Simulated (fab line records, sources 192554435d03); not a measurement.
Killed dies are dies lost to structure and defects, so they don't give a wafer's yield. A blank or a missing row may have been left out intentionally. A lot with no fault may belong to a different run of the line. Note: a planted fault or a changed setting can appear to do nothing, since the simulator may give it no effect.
Chamber matching    flow n5Finfet    N5_BEOL_M0_SAQP_STRIP_75 on rieDiel-01 has 4 sister chambers
The step strips in CF4. 16 wafers are shown with their chamber, then 8 later ones without.

WAFERS, EACH WITH ITS CHAMBER
wafer   chamber  drypumpMotorCurrentA (A)  showerheadPlenumPTorr (Torr)  throttleValvePct (%)
L075.2  2        6.3                       1.75                          13.63
L075.4  0        5.6                       1.78                          13.63
L075.6  0        5.7                       1.78                          13.64
L078.1  0        5.6                       1.78                          13.64
L078.4  1        5.5                       1.78                          13.75
L078.6  3        5.4                       1.80                          13.69
L079.1  2        6.3                       1.75                          13.65
L079.2  3        5.4                       1.80                          13.68
L079.3  1        5.5                       1.78                          13.76
L089.1  3        5.4                       1.79                          13.73
L089.2  2        6.3                       1.74                          13.68
L089.5  1        5.4                       1.78                          13.81
L090.2  1        5.5                       1.78                          13.81
L090.4  2        6.3                       1.74                          13.68
L090.6  3        5.4                       1.79                          13.72
L094.2  1        5.5                       1.77                          13.83

SIGNATURES, as means of the wafers listed above
reading                chamber 0  chamber 1  chamber 2  chamber 3  scatter within a chamber
drypumpMotorCurrentA   5.633      5.480      6.300      5.400      0.035
showerheadPlenumPTorr  1.7800     1.7780     1.7450     1.7950     0.00483
throttleValvePct       13.6367    13.7920    13.6600    13.7050    0.0265
Rule: a wafer lies at a distance from a chamber equal to the root of the sum of squares, over the readings, of (its reading less the chamber's mean, divided by the reading's scatter). The wafer belongs to the nearest chamber; if the next one is less than 2 further off, it can't be placed. The scatter: the root of (the sum of the squares of (reading less its chamber's mean) over the shown wafers, divided by (wafers less chambers)).

WAFERS WHOSE CHAMBER IS MISSING
wafer   drypumpMotorCurrentA (A)  showerheadPlenumPTorr (Torr)  throttleValvePct (%)
L094.3  5.4                       1.79                          13.78
L094.5  5.5                       1.77                          13.83
L096.2  5.4                       1.79                          13.78
L096.3  5.4                       1.77                          13.85
L096.6  6.3                       1.74                          13.74
L097.1  5.7                       1.78                          13.68
L097.3  5.4                       1.79                          13.78
L097.6  6.3                       1.74                          13.74

WHICH CHAMBER EACH ONE RAN IN
wafer   from the rows above      in truth
L094.3  can't be placed: 3 or 1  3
L094.5  1                        1
L096.2  can't be placed: 3 or 1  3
L096.3  1                        1
L096.6  2                        2
L097.1  0                        0
L097.3  can't be placed: 3 or 1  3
L097.6  2                        2
5 of 8 placed correctly. Not placeable from these rows: 3 (in 3, the candidates include the true chamber). 0 placed wrongly.
